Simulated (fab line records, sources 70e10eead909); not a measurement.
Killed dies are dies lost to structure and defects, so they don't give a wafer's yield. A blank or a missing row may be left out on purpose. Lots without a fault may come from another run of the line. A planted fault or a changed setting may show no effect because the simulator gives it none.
A struck lot beside a sound one | flow nand_harc | 13 steps out of a route of 1159
Sound: wafers L801.1, L801.2, L801.6. Struck: wafers L821.2, L821.4, L821.5. The cause comes at the end.
At each step with rows: each side's tool, then ch and its chambers, then its first start. Under that, the readings that differ: sound wafers | struck wafers | difference of the means | sigmas: that difference in standard deviations of wafers without a fault.
alike: readings whose means differ by less than 2 such deviations, and words and numbers that are the same on both sides. not compared: withheld readings, readings that some wafer has no value for, bounds like >300 that may hide the same value, and numbers for which the record gives no deviation and whose values overlap.
The two part at a step that has a row with sigmas, a row that says differs or no value, or rows on one side only. Numbers that don't overlap but have no deviation are shown without sigmas and don't part them. A reading that every wafer of one side lacks parts them only if that side has two wafers or more.

first, 2 steps without rows for these wafers: NHARC_A_STAIRCASE_PRECLEAN_318 (cleans in SC1); NHARC_A_STAIRCASE_SRD_329.
NHARC_A_STAIRCASE_ALD_415: deposits SiO2, target thk 30 nm, pulse time 6 s, ald cycles 300.
  sound on ald_hk-01 ch 1,2, day 11 23:32; struck on ald_hk-03 ch 0,1,2, day 16 16:18
  alike: heater_power_w, precursor_pulse_height_rel
NHARC_A_STAIRCASE_ETCHBACK_416: etches the open film in C4F8/O2/Ar, target depth 36 nm, time 7.2 s.
  sound on rie_diel-12 ch 2,3; struck on rie_diel-08 ch 1,2,3
  alike: oes_product_au, rf_vpp_V
  not compared: rf_hours_counter_h
NHARC_A_STAIRCASE_STRIP_476: strips in O2, time 20 s.
  sound on rie_diel-12 ch 0,2,3, day 12 01:48; struck on rie_diel-08 ch 0,3, day 16 18:14
  alike: drypump_motor_current_A, oes_product_au, rf_vpp_V, showerhead_plenum_p_Torr, throttle_valve_pct
  not compared: rf_hours_counter_h
NHARC_A_STAIRCASE_DEP_417: deposits Si3N4, target thk 60 nm.
  sound on pecvd-04 ch 0,2, day 12 01:53; struck on pecvd-03 ch 0,1,2, day 16 18:26
  alike: heater_power_outer_w, heater_power_w
then, 3 steps without rows for these wafers: NHARC_A_STAIRCASE_WET_418 (chemistry H3PO4, target depth 20 nm); NHARC_A_STAIRCASE_PRECLEAN_419 (cleans in SC1); NHARC_A_STAIRCASE_SRD_421.
NHARC_A_STAIRCASE_ALD_420: deposits SiO2, target thk 20 nm, pulse time 6 s, ald cycles 200.
  sound on ald_hk-04 ch 1,2,3, day 12 06:20; struck on ald_hk-03 ch 2,3, day 16 22:10
  alike: heater_power_w, precursor_pulse_height_rel
then, 1 step without rows for these wafers: NHARC_A_STAIRCASE_CVD_552 (deposits SiNx, target thk 40 nm).
NHARC_A_STAIRCASE_DEP_151: deposits SiO2, target thk 3800 nm.
  sound on pecvd-04 ch 0,2, day 12 13:36; struck on pecvd-04 ch 0,1,2, day 17 06:28
  no value came back on the struck wafers for heater_power_outer_w (W), heater_power_w (W); on the sound wafers heater_power_outer_w (W) reads 365 376 307
then, 1 step without rows for these wafers: NHARC_A_STAIRCASE_ANNEAL_320 (time 1800 s).

WHERE THEY PART
Only at NHARC_A_STAIRCASE_DEP_151, within this record.

WHY: what the simulator had put in
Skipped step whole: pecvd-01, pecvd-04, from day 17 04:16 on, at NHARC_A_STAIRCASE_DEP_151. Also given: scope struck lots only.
